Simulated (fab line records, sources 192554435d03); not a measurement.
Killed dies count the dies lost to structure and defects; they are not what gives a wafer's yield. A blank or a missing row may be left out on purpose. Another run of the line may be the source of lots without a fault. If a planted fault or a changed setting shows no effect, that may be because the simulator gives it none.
fab line records -- flow n5_finfet -- part 1 of 2: steps 1 to 25 of 26
[record] lots = 6, wafers = 17, last_day = 16
route steps=1938 shown GATE_CUT@507 MOL_CONTACT_COAG@517 PASSIVATION@1936
lots untouched by any fault: they come from a run of this same line in which no faults occurred
start_h: start of the lot's first displayed wafer, in hours after the record's first day -- wait_h: hours since the lot's step before -- " as in the row above -- L1.1+2: several wafers, shown together as one row -- - no value, or no start given -- * or withheld: withheld -- < > ~ a bound
route shown NAME@n: a module of which the file shows steps, and the number in the route of the first -- usual: average and standard deviation across the fault-free wafers -- same: alike in all rows -- chamber/n: place in a boat -- sites: the reading at each site -- _std_site: standard deviation of those values -- _edge_site: the outer-site mean with the inner-site mean subtracted -- radius_mm: how far each site lies from the wafer's centre -- mask NAME#n: copy n -- behind: tool/chamber where the wafer was last shaped -- hold: why the lot went on hold/how many hours it stayed there/how the hold came to an end -- device: names the non-switching transistor (n, p or np) -- end of line: the same wafers' tests at the end of the route -- a step given without rows: its recipe and nothing more -- killed: not the wafer's yield, but the dies lost to structure and defects at the first sort -- map: shows each die of a wafer: x if killed, . if not, _ if none is there
set.NAME: the run value of the setting; set.NAME@STEP: its run value at that earlier step -- model.NAME: the simulator's own value behind a step, which no gauge read
lots seen at some steps along the route; tables by step, rows by wafer
services: the hour from which a tool's chamber was out of use, counted from the record's first day as start_h (under 0 if before that day), plus the number of hours and why
[[steps]]
[step N5_GATE_CUT_STRIP_21]
[recipe] chemistry = N2/H2, time_s = 30, power_w = 1000, temp_c = 250, pressure_mtorr = withheld, n2_flow_sccm = 1750, h2_flow_sccm = 3250
[usual] drypump_motor_current_A = 5.7/0.41, heater_power_w = 350/31
lot.wafer,tool,chamber,start_h,wait_h,drypump_motor_current_A,heater_power_w,rf_hours_counter_h
L321.2,plasma_asher-01,1,87.58,0.0,5.3,302,38
L321.5,plasma_asher-01,1,87.58,0.0,5.3,307,-
L325.2,plasma_asher-01,0,111.42,0.0,5.6,363,43
L325.4,plasma_asher-01,0,111.42,0.0,5.5,363,-
L325.5,plasma_asher-01,1,111.42,0.0,5.3,300,-
L335.2,plasma_asher-02,0,170.61,0.0,6.4,387,105
L335.4,plasma_asher-02,1,170.61,0.0,5.7,355,-
L335.6,plasma_asher-02,1,170.61,0.0,5.7,357,-
L336.2,plasma_asher-01,0,175.39,0.0,5.5,373,56
L336.3,plasma_asher-01,1,175.39,0.0,5.3,307,-
L336.4,plasma_asher-01,0,175.39,0.0,5.5,370,-
L337.3,plasma_asher-01,1,181.13,0.1,5.3,300,-
L337.4,plasma_asher-01,0,181.13,0.1,5.5,368,-
L337.6,plasma_asher-01,0,181.13,0.1,5.5,369,-
L338.1,plasma_asher-01,0,186.66,0.0,5.5,364,57
L338.5,plasma_asher-01,0,186.66,0.0,5.5,363,-
L338.6,plasma_asher-01,1,186.66,0.0,5.3,308,-
[step N5_GATE_CUT_STRIP_29]
[recipe] chemistry = post_etch_residue_remover, time_s = 60, temp_c = 25, remover_ph = withheld, remover_water_wt_pct = withheld, remover_fluoride_wt_pct = withheld
[step N5_GATE_CUT_SRD_52]
[recipe] dry = ipa_marangoni, time_s = 30, temp_c = 23, rinse_liquid = diw
[step N5_GATE_CUT_ALD_22]
[recipe] material = SiNx, target_thk_a = 160, temp_c = 400, ald_precursor_family = SiH2I2, ald_co_reactant = N2/H2-plasma, pulse_time_s = 1, ald_cycles = 320, purge_time_s = 2, co_reactant_purge_time_s = 2, pressure_torr = 2
[step N5_GATE_CUT_CMP_23]
[recipe] stop_on = SiO2, t_overpolish_s = 23.4, post_cmp_clean = alkaline_brush, down_force_psi = 2.5, platen_rpm = 51.8, pad_velocity_m_s = 1.0307, target_thk_nm = 16
[usual] motor_current_A = 9.1/0.98, overpolish_run_s = 23.401/0.009, retaining_ring_pressure_frac = 1.000/0.0049, time_to_endpoint_s = 19.3/2.7
lot.wafer,tool,chamber,start_h,wait_h,motor_current_A,overpolish_run_s,retaining_ring_pressure_frac,time_to_endpoint_s
L321.2,cmp-02,0,89.26,0.8,10.1,23.413,0.997,19.7
L321.5,cmp-02,0,89.26,0.8,10.1,23.407,0.988,19.5
L325.2,cmp-04,1,113.22,0.8,8.9,23.393,1.003,21.2
L325.4,cmp-04,2,113.22,0.8,9.9,23.406,0.995,20.5
L325.5,cmp-04,2,113.22,0.8,9.1,23.389,1.001,19.7
L335.4,cmp-01,2,172.33,0.8,9.2,23.403,1.005,21.3
L335.2,cmp-01,3,172.33,0.8,9.8,23.402,0.997,21.1
L335.6,cmp-01,1,172.33,0.8,9.0,23.407,0.989,18.5
L336.3,cmp-02,1,177.04,0.8,8.8,23.401,0.998,22.8
L336.4,cmp-02,2,177.04,0.8,9.2,23.410,0.993,23.1
L336.2,cmp-02,3,177.04,0.8,10.2,23.390,0.998,22.0
L337.4,cmp-04,1,182.76,0.8,9.3,23.406,0.997,22.5
L337.3,cmp-04,0,182.76,0.8,6.9,23.422,0.994,23.0
L337.6,cmp-04,2,182.76,0.8,9.8,23.405,1.004,20.4
L338.1,cmp-01,2,188.83,0.8,9.7,23.391,1.006,21.7
L338.5,cmp-01,0,188.83,0.8,9.2,23.407,0.996,20.6
L338.6,cmp-01,1,188.83,0.8,9.2,23.396,0.997,19.7
[step N5_GATE_CUT_THK_MEAS_24]
[recipe] reads = SiO2_of_GATE_CUT_HM_DEP_46+SiO2_flowable_of_ILD0_FCVD_FILL_01
[usual] GC_FILL_THK = 219.9/1.8
lot.wafer,tool,chamber,start_h,wait_h,GC_FILL_THK[nm]
L321.2,film_metro-02,-,89.52,-,220.1
L321.5,film_metro-02,-,89.52,-,220.1
L325.2,film_metro-02,-,113.52,-,217.8
L325.4,film_metro-02,-,113.52,-,221.4
L325.5,film_metro-02,-,113.52,-,220.6
L335.2,film_metro-01,-,172.55,-,218.1
L335.4,film_metro-01,-,172.55,-,221.2
L335.6,film_metro-01,-,172.55,-,221.0
L336.2,film_metro-01,-,177.33,-,218.6
L336.3,film_metro-01,-,177.33,-,216.7
L336.4,film_metro-01,-,177.33,-,219.1
L337.3,film_metro-02,-,183.06,-,218.8
L337.4,film_metro-02,-,183.06,-,219.9
L337.6,film_metro-02,-,183.06,-,220.0
L338.1,film_metro-01,-,189.04,-,220.8
L338.5,film_metro-01,-,189.04,-,221.0
L338.6,film_metro-01,-,189.04,-,220.7
[step N5_GATE_CUT_CMP_43]
[recipe] material = SiO2, post_cmp_clean = rinse_only
[usual] motor_current_A = 11.9/1.5, retaining_ring_pressure_frac = 1.000/0.0053
lot.wafer,tool,chamber,start_h,wait_h,motor_current_A,retaining_ring_pressure_frac
L321.2,cmp-04,3,89.71,0.2,8.9,1.004
L321.5,cmp-04,1,89.71,0.2,12.0,1.006
L325.4,cmp-02,1,113.54,0.0,11.4,1.006
L325.2,cmp-02,0,113.54,0.0,13.5,1.010
L325.5,cmp-02,1,113.54,0.0,11.5,1.006
L335.4,cmp-02,2,172.66,0.1,12.2,1.002
L335.2,cmp-02,3,172.66,0.1,13.4,1.004
L335.6,cmp-02,2,172.66,0.1,11.4,1.004
L336.3,cmp-04,3,177.36,0.0,9.1,1.004
L336.4,cmp-04,0,177.36,0.0,8.8,0.993
L336.2,cmp-04,2,177.36,0.0,12.2,0.998
L337.4,cmp-01,3,183.08,0.0,12.8,0.992
L337.3,cmp-01,1,183.08,0.0,11.5,1.004
L337.6,cmp-01,3,183.08,0.0,12.8,0.999
L338.1,cmp-02,2,189.31,0.3,12.9,1.001
L338.6,cmp-02,3,189.31,0.3,13.4,0.991
L338.5,cmp-02,0,189.31,0.3,13.2,1.002
[step N5_GATE_CUT_CMP_61]
[recipe] stop_on = SiNx, t_overpolish_s = 3, post_cmp_clean = alkaline_brush, down_force_psi = 4, platen_rpm = 27.09, pad_velocity_m_s = 0.539
[step N5_GATE_CUT_INSPECT_26]
[recipe] inspect_instrument = darkfield, mode = post_cmp
[usual] raw_defect_count = 43/18
lot.wafer,tool,chamber,start_h,wait_h,raw_defect_count
L321.2,defect_inspect-02,-,90.26,0.0,47
L321.5,defect_inspect-02,-,90.26,0.0,67
L325.2,defect_inspect-02,-,114.26,0.0,32
L325.4,defect_inspect-02,-,114.26,0.0,29
L325.5,defect_inspect-02,-,114.26,0.0,20
L335.2,defect_inspect-02,-,173.29,0.0,58
L335.4,defect_inspect-02,-,173.29,0.0,54
L335.6,defect_inspect-02,-,173.29,0.0,23
L336.2,defect_inspect-01,-,178.07,0.0,40
L336.3,defect_inspect-01,-,178.07,0.0,37
L336.4,defect_inspect-01,-,178.07,0.0,25
L337.3,defect_inspect-01,-,183.80,0.0,67
L337.4,defect_inspect-01,-,183.80,0.0,77
L337.6,defect_inspect-01,-,183.80,0.0,59
L338.1,defect_inspect-01,-,189.78,0.0,66
L338.5,defect_inspect-01,-,189.78,0.0,60
L338.6,defect_inspect-01,-,189.78,0.0,40
[step N5_MOL_CONTACT_COAG_COAT_103]
[recipe] resist = SOC, temp_c = 250, time_s = 60, spin_rpm = 1500, resist_thk_nm = 80
[step N5_MOL_CONTACT_COAG_COAT_104]
[recipe] resist = SiARC, temp_c = 220, time_s = 60, spin_rpm = 1500, resist_thk_nm = 12
[step N5_MOL_CONTACT_COAG_COAT_58]
[recipe] resist = underlayer, temp_c = 205, time_s = 60, spin_rpm = 1500, resist_thk_nm = 10
[usual] spin_speed_rpm = 1500.0/1.1
lot.wafer,tool,chamber,start_h,wait_h,spin_speed_rpm,model.underlayer_of_MOL_CONTACT_COAG_COAT_58.thk_nm
L321.2,litho_track-01,0,90.30,-,1499.5,10
L321.5,litho_track-01,0,90.30,-,1501.4,10
L325.2,litho_track-01,0,114.29,-,1501.5,10
L325.4,litho_track-01,0,114.29,-,1502.7,10
L325.5,litho_track-01,0,114.29,-,1502.2,10
L335.2,litho_track-01,0,173.33,-,1183.3,11.2
L335.4,litho_track-01,0,173.33,-,1183.5,11.2
L335.6,litho_track-01,0,173.33,-,1182.4,11.2
L336.2,litho_track-05,0,178.11,-,1499.0,10
L336.3,litho_track-05,0,178.11,-,1499.4,10
L336.4,litho_track-05,0,178.11,-,1501.2,10
L337.3,litho_track-01,0,183.83,-,1184.1,11.2
L337.4,litho_track-01,0,183.83,-,1185.0,11.2
L337.6,litho_track-01,0,183.83,-,1184.5,11.2
L338.1,litho_track-02,0,189.82,-,1500.0,10
L338.5,litho_track-02,0,189.82,-,1500.0,10
L338.6,litho_track-02,0,189.82,-,1500.7,10
[step N5_MOL_CONTACT_COAG_COAT_02]
[recipe] resist = CAR-EUV, spin_rpm = 1500, resist_thk_nm = 30
[step N5_MOL_CONTACT_COAG_EBR_04]
[recipe] solvent = PGMEA, ebr_width_mm = 1.5
[step N5_MOL_CONTACT_COAG_SOFTBAKE_03]
[recipe] temp_c = 110, time_s = 60, resist = CAR-EUV
[step N5_MOL_CONTACT_COAG_EXPOSE_05]
[recipe] mask_id = CA, na = 0.33, source_shape = annular, sigma_inner = 0.4, sigma_outer = 0.8, polarization = unpolarized, defocus_nm = 0, dose_mj = 38.25
[step N5_MOL_CONTACT_COAG_PEB_06]
[recipe] peb_temp_c = 100, peb_time_s = 60, resist = CAR-EUV
[step N5_MOL_CONTACT_COAG_DEVELOP_07]
[recipe] develop_time_s = 30, developer = TMAH, resist = CAR-EUV, rinse_liquid = surfactant_rinse, dry = air_spin, dev_temp_c = 23
[step N5_MOL_CONTACT_COAG_CD_MEAS_08]
[recipe] target_cd_nm = 28, landing_energy_ev = 500, detector = se_inlens, polarity = opening
[usual] cd_nm = 28.01/0.25
lot.wafer,tool,chamber,start_h,wait_h,cd_nm
L321.2,cd_sem-03,0,90.69,-,28.61
L321.5,cd_sem-03,0,90.69,-,28.37
L325.2,cd_sem-02,0,114.68,-,28.16
L325.4,cd_sem-02,0,114.68,-,28.02
L325.5,cd_sem-02,0,114.68,-,28.19
L335.2,cd_sem-01,0,173.59,-,28.14
L335.4,cd_sem-01,0,173.59,-,28.27
L335.6,cd_sem-01,0,173.59,-,27.65
L336.2,cd_sem-02,0,178.50,-,27.93
L336.3,cd_sem-02,0,178.50,-,28.22
L336.4,cd_sem-02,0,178.50,-,27.67
L337.3,cd_sem-02,0,184.10,-,28.30
L337.4,cd_sem-02,0,184.10,-,28.07
L337.6,cd_sem-02,0,184.10,-,28.16
L338.1,cd_sem-03,0,190.08,-,27.53
L338.5,cd_sem-03,0,190.08,-,27.77
L338.6,cd_sem-03,0,190.08,-,27.54
[step N5_MOL_CONTACT_COAG_OVL_MEAS_09]
[recipe] points_per_wafer = 522
[usual] CA_OVL = 0.1/0.65
lot.wafer,tool,chamber,start_h,wait_h,CA_OVL[nm]
L321.2,overlay-01,0,90.72,0.0,0.0
L321.5,overlay-01,0,90.72,0.0,-0.3
L325.2,overlay-01,0,114.71,0.0,-1.1
L325.4,overlay-01,0,114.71,0.0,-1.1
L325.5,overlay-01,0,114.71,0.0,-0.6
L335.2,overlay-02,0,173.62,0.0,-0.4
L335.4,overlay-02,0,173.62,0.0,0.9
L335.6,overlay-02,0,173.62,0.0,0.5
L336.2,overlay-02,0,178.53,0.0,1.3
L336.3,overlay-02,0,178.53,0.0,1.1
L336.4,overlay-02,0,178.53,0.0,0.2
L337.3,overlay-01,0,184.14,0.0,-0.6
L337.4,overlay-01,0,184.14,0.0,0.3
L337.6,overlay-01,0,184.14,0.0,0.9
L338.1,overlay-01,0,190.11,0.0,0.2
L338.5,overlay-01,0,190.11,0.0,-0.4
L338.6,overlay-01,0,190.11,0.0,0.2
[step N5_MOL_CONTACT_COAG_INSPECT_10]
[recipe] mode = adi, inspect_instrument = brightfield
[usual] raw_defect_count = 76/30
lot.wafer,tool,chamber,start_h,wait_h,raw_defect_count
L321.2,defect_inspect-02,-,90.77,0.0,73
L321.5,defect_inspect-02,-,90.77,0.0,93
L325.2,defect_inspect-01,-,114.77,0.0,53
L325.4,defect_inspect-01,-,114.77,0.0,64
L325.5,defect_inspect-01,-,114.77,0.0,45
L335.2,defect_inspect-02,-,173.68,0.0,116
L335.4,defect_inspect-02,-,173.68,0.0,98
L335.6,defect_inspect-02,-,173.68,0.0,34
L336.2,defect_inspect-01,-,178.59,0.0,59
L336.3,defect_inspect-01,-,178.59,0.0,60
L336.4,defect_inspect-01,-,178.59,0.0,52
L337.3,defect_inspect-02,-,184.19,0.1,119
L337.4,defect_inspect-02,-,184.19,0.1,139
L337.6,defect_inspect-02,-,184.19,0.1,103
L338.1,defect_inspect-02,-,190.17,0.1,111
L338.5,defect_inspect-02,-,190.17,0.1,105
L338.6,defect_inspect-02,-,190.17,0.1,68
[step N5_MOL_CONTACT_COAG_DESCUM_13]
[recipe] chemistry = O2, time_s = 7, source_power_w = 50, bias_power_w = 20, pressure_mtorr = 20, rf_frequency_hz = 2.712e+07, temp_c = 40, resist = CAR-EUV, o2_flow_sccm = 225
[usual] drypump_motor_current_A = 5.7/0.39, oes_product_au = 0.79/0.1, rf_vpp_V = 243.7/1.5, showerhead_plenum_p_Torr = 2.12/0.078, throttle_valve_pct = 20.48/0.27
lot.wafer,tool,chamber,start_h,wait_h,drypump_motor_current_A,oes_product_au,rf_hours_counter_h,rf_vpp_V,showerhead_plenum_p_Torr,throttle_valve_pct
L321.2,rie_diel-03,2,90.81,0.0,5.2,0.71,209,242.8,2.09,20.82
L321.5,rie_diel-03,2,90.81,0.0,5.2,0.72,-,242.3,2.09,20.81
L325.2,rie_diel-03,0,114.84,0.1,6.2,0.73,172,243.2,2.18,20.64
L325.4,rie_diel-03,1,114.84,0.1,6.1,0.69,-,243.0,2.07,20.26
L325.5,rie_diel-03,2,114.84,0.1,5.2,0.71,-,244.6,2.09,20.84
L335.2,rie_diel-03,1,173.71,0.0,6.1,0.66,281,241.3,2.06,20.32
L335.4,rie_diel-03,2,173.71,0.0,5.2,0.68,-,242.2,2.08,20.88
L335.6,rie_diel-03,1,173.71,0.0,6.1,0.67,-,243.2,2.06,20.29
L336.2,rie_diel-01,0,178.62,0.0,5.2,0.80,101,245.3,2.20,20.41
L336.3,rie_diel-01,3,178.62,0.0,5.7,0.95,9,245.6,2.23,20.69
L336.4,rie_diel-01,1,178.62,0.0,6.1,0.89,39,245.8,2.12,20.11
L337.3,rie_diel-05,3,184.50,0.3,6.1,0.73,203,241.9,2.00,20.48
L337.4,rie_diel-05,1,184.50,0.3,5.5,0.67,230,242.1,2.05,20.56
L337.6,rie_diel-05,3,184.50,0.3,6.1,0.72,-,241.7,2.00,20.47
L338.1,rie_diel-01,3,190.52,0.3,5.7,0.93,14,245.2,2.23,20.68
L338.5,rie_diel-01,3,190.52,0.3,5.7,0.92,-,246.4,2.23,20.66
L338.6,rie_diel-01,2,190.52,0.3,5.5,0.87,-,243.5,2.13,20.29
[step N5_MOL_CONTACT_COAG_ETCH_59]
[recipe] chemistry = N2/H2, target = underlayer, target_depth_a = 130, mask_material = CAR-EUV, time_s = 10.4, ion_energy_ev = 200, pressure_mtorr = 30, source_w = 840, bias_w = 150, n2_flow_sccm = 200, h2_flow_sccm = 200, ends = cleared
[usual] drypump_motor_current_A = 5.7/0.39, etch_rf_on_time_s = 10.47/0.23, oes_product_au = 0.67/0.086, rf_vpp_V = 524.6/2.9, showerhead_plenum_p_Torr = 2.57/0.098, throttle_valve_pct = 17.87/0.23
lot.wafer,tool,chamber,start_h,wait_h,drypump_motor_current_A,etch_rf_on_time_s,oes_product_au,rf_hours_counter_h,rf_vpp_V,showerhead_plenum_p_Torr,throttle_valve_pct,model.CAR-EUV_of_MOL_CONTACT_COAG_COAT_02.thk_nm,model.etch.depth_nm
L321.2,rie_diel-03,2,90.84,0.0,5.2,10.36,0.62,209,522.7,2.51,17.98,14.6,9.978
L321.5,rie_diel-03,2,90.84,0.0,5.2,10.27,0.61,-,522.7,2.51,17.98,14.6,9.956
L325.2,rie_diel-03,0,114.87,0.0,6.2,10.47,0.61,172,528.4,2.64,18.00,14.6,9.977
L325.4,rie_diel-03,1,114.87,0.0,6.1,10.45,0.59,-,523.4,2.52,17.80,14.6,9.95
L325.5,rie_diel-03,2,114.87,0.0,5.2,10.30,0.60,-,523.6,2.50,17.99,14.6,9.94
L335.2,rie_diel-03,1,173.75,0.0,6.1,11.92,0.57,281,523.4,2.51,17.85,13.2,11.23
L335.4,rie_diel-03,2,173.75,0.0,5.2,11.60,0.58,-,523.0,2.49,18.02,13.2,11.17
L335.6,rie_diel-03,1,173.75,0.0,6.1,11.94,0.57,-,521.5,2.51,17.85,13.2,11.21
L336.2,rie_diel-01,0,178.65,0.0,5.1,10.54,0.67,101,527.6,2.67,17.76,14.6,9.952
L336.3,rie_diel-01,3,178.65,0.0,5.7,10.59,0.79,9,527.9,2.72,18.08,14.4,10
L336.4,rie_diel-01,1,178.65,0.0,6.1,10.00,0.77,39,524.3,2.59,17.62,14.8,9.957
L337.3,rie_diel-05,3,184.53,0.0,6.2,11.54,0.62,203,519.5,2.41,17.79,13.2,11.16
L337.4,rie_diel-05,1,184.53,0.0,5.5,12.28,0.57,230,522.0,2.49,17.92,13.2,11.2
L337.6,rie_diel-05,3,184.53,0.0,6.1,11.55,0.62,-,521.6,2.41,17.77,13.2,11.16
L338.1,rie_diel-01,3,190.55,0.0,5.7,10.58,0.78,14,528.1,2.72,18.10,14.6,9.975
L338.5,rie_diel-01,3,190.55,0.0,5.7,10.66,0.78,-,528.9,2.72,18.11,14.4,10
L338.6,rie_diel-01,2,190.55,0.0,5.5,10.58,0.74,-,525.0,2.59,17.69,14.6,10.02
[step N5_MOL_CONTACT_COAG_ETCH_105]
[recipe] chemistry = CF4, target = SiARC, target_depth_a = 156, mask_material = CAR-EUV, time_s = 26, ion_energy_ev = 80, pressure_mtorr = 40, source_w = 545, bias_w = 36, Ar_flow_sccm = 100, cf4_flow_sccm = 100, ends = cleared
[usual] cf4_flow_sccm = 100.00/0.28, drypump_motor_current_A = 5.7/0.39, etch_rf_on_time_s = 26.2/0.56, oes_product_au = 0.67/0.086, rf_vpp_V = 184.4/1.3, showerhead_plenum_p_Torr = 2.17/0.077, throttle_valve_pct = 15.66/0.28
lot.wafer,tool,chamber,start_h,wait_h,cf4_flow_sccm,drypump_motor_current_A,etch_rf_on_time_s,oes_product_au,rf_hours_counter_h,rf_vpp_V,showerhead_plenum_p_Torr,throttle_valve_pct,model.CAR-EUV_of_MOL_CONTACT_COAG_COAT_02.thk_nm
L321.2,rie_diel-03,2,90.86,0.0,100.53,5.2,25.8,0.61,209,183.8,2.13,15.89,5.4
L321.5,rie_diel-03,2,90.86,0.0,100.34,5.2,25.9,0.60,-,183.4,2.13,15.86,5.4
L325.2,rie_diel-03,0,114.89,0.0,99.72,6.2,26.8,0.60,172,185.0,2.23,15.84,5.4
L325.4,rie_diel-03,1,114.89,0.0,99.73,6.1,26.0,0.59,-,182.7,2.12,15.53,5.4
L325.5,rie_diel-03,2,114.89,0.0,100.20,5.2,25.9,0.60,-,184.3,2.12,15.91,5.4
L335.2,rie_diel-03,1,173.76,0.0,99.90,6.1,25.9,0.57,281,183.7,2.11,15.62,4
L335.4,rie_diel-03,2,173.76,0.0,100.00,5.2,25.7,0.59,-,182.5,2.11,15.96,4
L335.6,rie_diel-03,1,173.76,0.0,100.12,6.1,25.9,0.57,-,183.5,2.11,15.60,4
L336.2,rie_diel-01,0,178.67,0.0,99.39,5.2,25.9,0.68,101,185.2,2.24,15.58,5.4
L336.3,rie_diel-01,3,178.67,0.0,100.08,5.7,25.7,0.81,9,184.9,2.29,15.86,5.2
L336.4,rie_diel-01,1,178.67,0.0,100.36,6.1,25.0,0.77,39,185.0,2.17,15.27,5.6
L337.3,rie_diel-05,3,184.55,0.0,99.89,6.1,26.0,0.61,203,184.7,2.04,15.64,4
L337.4,rie_diel-05,1,184.55,0.0,99.67,5.5,27.1,0.57,231,182.2,2.12,15.86,4
L337.6,rie_diel-05,3,184.55,0.0,99.82,6.1,25.7,0.63,-,181.8,2.04,15.67,4
L338.1,rie_diel-01,3,190.57,0.0,100.11,5.7,26.4,0.77,14,184.7,2.29,15.86,5.4
L338.5,rie_diel-01,3,190.57,0.0,100.73,5.7,26.5,0.78,-,185.4,2.29,15.85,5.2
L338.6,rie_diel-01,2,190.57,0.0,100.11,5.5,26.5,0.74,-,182.2,2.17,15.38,5.4
[step N5_MOL_CONTACT_COAG_ETCH_106]
[recipe] chemistry = N2/H2, target = SOC, target_depth_a = 800, overetch_a = 160, mask_material = SiARC, temp_c = 40, time_s = 120, ion_energy_ev = 200, pressure_mtorr = 30, source_w = 840, bias_w = 150, n2_flow_sccm = 200, h2_flow_sccm = 200
[usual] drypump_motor_current_A = 5.7/0.39, oes_product_au = 0.71/0.086, rf_vpp_V = 524.8/2.8, showerhead_plenum_p_Torr = 2.57/0.098, throttle_valve_pct = 17.84/0.23
lot.wafer,tool,chamber,start_h,wait_h,drypump_motor_current_A,oes_product_au,rf_hours_counter_h,rf_vpp_V,showerhead_plenum_p_Torr,throttle_valve_pct
L321.2,rie_diel-03,2,90.89,0.0,5.2,0.63,209,522.4,2.51,17.96
L321.5,rie_diel-03,2,90.89,0.0,5.2,0.63,-,524.9,2.51,17.94
L325.2,rie_diel-03,0,114.92,0.0,6.2,0.65,172,526.7,2.64,17.96
L325.4,rie_diel-03,1,114.92,0.0,6.1,0.62,-,522.8,2.52,17.77
L325.5,rie_diel-03,2,114.92,0.0,5.2,0.62,-,524.3,2.50,17.97
L335.2,rie_diel-03,1,173.79,0.0,6.1,0.60,281,521.0,2.51,17.82
L335.4,rie_diel-03,2,173.79,0.0,5.2,0.61,-,522.7,2.49,18.03
L335.6,rie_diel-03,1,173.79,0.0,6.1,0.60,-,523.3,2.51,17.80
L336.2,rie_diel-01,0,178.70,0.0,5.1,0.71,101,526.8,2.67,17.74
L336.3,rie_diel-01,3,178.70,0.0,5.7,0.84,9,528.5,2.72,18.05
L336.4,rie_diel-01,1,178.70,0.0,6.1,0.78,39,525.1,2.59,17.61
L337.3,rie_diel-05,3,184.58,0.0,6.1,0.65,203,519.4,2.41,17.77
L337.4,rie_diel-05,1,184.58,0.0,5.5,0.62,231,522.1,2.49,17.90
L337.6,rie_diel-05,3,184.58,0.0,6.1,0.65,-,521.2,2.41,17.76
L338.1,rie_diel-01,3,190.60,0.0,5.7,0.82,14,527.9,2.72,18.07
L338.5,rie_diel-01,3,190.60,0.0,5.7,0.82,-,528.8,2.72,18.07
L338.6,rie_diel-01,2,190.60,0.0,5.5,0.79,-,525.6,2.59,17.65
[[key]]
[first_sign] step = N5_MOL_CONTACT_COAG_COAT_58, reading = spin_speed_rpm, direction = down, sigmas = 99+, usual = *, struck = *
[effect] step = N5_MOL_CONTACT_COAG_ETCH_59, reading = etch_rf_on_time_s, direction = up, sigmas = 5.8, usual = *, struck = *
[model_effect] step = N5_MOL_CONTACT_COAG_COAT_58, value = underlayer_of_MOL_CONTACT_COAG_COAT_58.thk_nm, without = 10, struck = 11.2
[model_effect] step = N5_MOL_CONTACT_COAG_ETCH_59, value = CAR-EUV_of_MOL_CONTACT_COAG_COAT_02.thk_nm, without = 14.63, struck = 13.2
[model_effect] step = N5_MOL_CONTACT_COAG_ETCH_105, value = CAR-EUV_of_MOL_CONTACT_COAG_COAT_02.thk_nm, without = 5.467, struck = 4
met_at N5_MOL_CONTACT_COAG_COAT_58
struck_wafers L335.2,L335.4,L335.6,L337.3,L337.4,L337.6
tester_left_out L335,L337
onset_between 114.29 173.33
[fault] kind = process_parameter_drift, tool = litho_track-01, chamber = -, onset_h = 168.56, steps = N5_MOL_CONTACT_COAG_COAT_58, channel = spin_rpm, offset = *, shape = step, end_h = 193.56, acts_in = *, stated = *
// tester_left_out: of these lots the tester's yield and bins aren't shown, on N5 and GAA mostly nor the transistor test; their killed dies are dies lost to structure and defects alone, not to doping, threshold or leakage, so they don't give the yield
